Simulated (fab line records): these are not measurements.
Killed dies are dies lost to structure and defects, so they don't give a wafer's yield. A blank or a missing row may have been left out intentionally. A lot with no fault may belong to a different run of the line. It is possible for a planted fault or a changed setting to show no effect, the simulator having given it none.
Matching of chambers + flow n5-finfet + N5_WELL_APT_DESCUM_30 on rie-diel-01: 4 sister chambers
The step chemistry O2, time 7.9 s. 16 wafers are shown with their chamber, then 8 later ones without.

## WAFERS, EACH WITH ITS CHAMBER
| wafer  | chamber | showerhead-plenum-p-Torr (Torr) | drypump-motor-current-A (A) | throttle-valve-pct (%) |
|--------|---------|---------------------------------|-----------------------------|------------------------|
| L075.3 | 3       | 2.10                            | 5.8                         | 20.54                  |
| L075.4 | 2       | 2.00                            | 5.6                         | 20.40                  |
| L075.5 | 0       | 2.22                            | 6.0                         | 20.61                  |
| L078.1 | 2       | 2.00                            | 5.5                         | 20.40                  |
| L078.2 | 3       | 2.09                            | 5.7                         | 20.55                  |
| L078.4 | 1       | 2.19                            | 5.9                         | 20.47                  |
| L080.1 | 0       | 2.21                            | 6.0                         | 20.63                  |
| L080.2 | 1       | 2.19                            | 5.9                         | 20.46                  |
| L080.5 | 2       | 2.00                            | 5.5                         | 20.40                  |
| L081.2 | 2       | 1.99                            | 5.5                         | 20.38                  |
| L081.3 | 3       | 2.09                            | 5.7                         | 20.57                  |
| L081.6 | 3       | 2.09                            | 5.7                         | 20.56                  |
| L086.1 | 0       | 2.21                            | 6.0                         | 20.63                  |
| L086.2 | 1       | 2.19                            | 5.9                         | 20.49                  |
| L086.6 | 2       | 1.99                            | 5.5                         | 20.44                  |
| L089.3 | 3       | 2.08                            | 5.7                         | 20.61                  |

SIGNATURES (averages over the wafers above)
| reading                  | chamber 0 | chamber 1 | chamber 2 | chamber 3 | scatter within a chamber |
|--------------------------|-----------|-----------|-----------|-----------|--------------------------|
| showerhead-plenum-p-Torr | 2.2133    | 2.1900    | 1.9960    | 2.0900    | 0.00568                  |
| drypump-motor-current-A  | 6.000     | 5.900     | 5.520     | 5.720     | 0.0365                   |
| throttle-valve-pct       | 20.6233   | 20.4733   | 20.4040   | 20.5660   | 0.0216                   |
Rule: for each reading, subtract the chamber's mean from the wafer's reading, divide by that reading's scatter and square the result; add these up over the readings and take the root, which gives the wafer's distance from the chamber. The wafer belongs to the nearest chamber; if the next one is less than 2 further off, it can't be placed. The scatter is the square root of a quotient: the sum, over the shown wafers, of each reading's squared deviation from its chamber's mean, divided by wafers minus chambers.

## WAFERS WITH NO CHAMBER GIVEN
| wafer  | showerhead-plenum-p-Torr (Torr) | drypump-motor-current-A (A) | throttle-valve-pct (%) |
|--------|---------------------------------|-----------------------------|------------------------|
| L089.5 | 2.09                            | 5.7                         | 20.58                  |
| L089.6 | 1.99                            | 5.6                         | 20.41                  |
| L090.1 | 2.18                            | 5.9                         | 20.50                  |
| L090.4 | 2.08                            | 5.7                         | 20.58                  |
| L090.5 | 2.08                            | 5.7                         | 20.59                  |
| L093.1 | 2.08                            | 5.7                         | 20.60                  |
| L093.2 | 2.18                            | 5.9                         | 20.51                  |
| L093.6 | 2.20                            | 6.0                         | 20.66                  |

## WHICH CHAMBER EACH ONE RAN IN
| wafer  | from the rows above | in truth |
|--------|---------------------|----------|
| L089.5 | 3                   | 3        |
| L089.6 | 2                   | 2        |
| L090.1 | 1                   | 1        |
| L090.4 | 3                   | 3        |
| L090.5 | 3                   | 3        |
| L093.1 | 3                   | 3        |
| L093.2 | 1                   | 1        |
| L093.6 | 0                   | 0        |
Correctly placed: 8 of 8. Not placeable from these rows: 0. Number placed wrongly: 0.
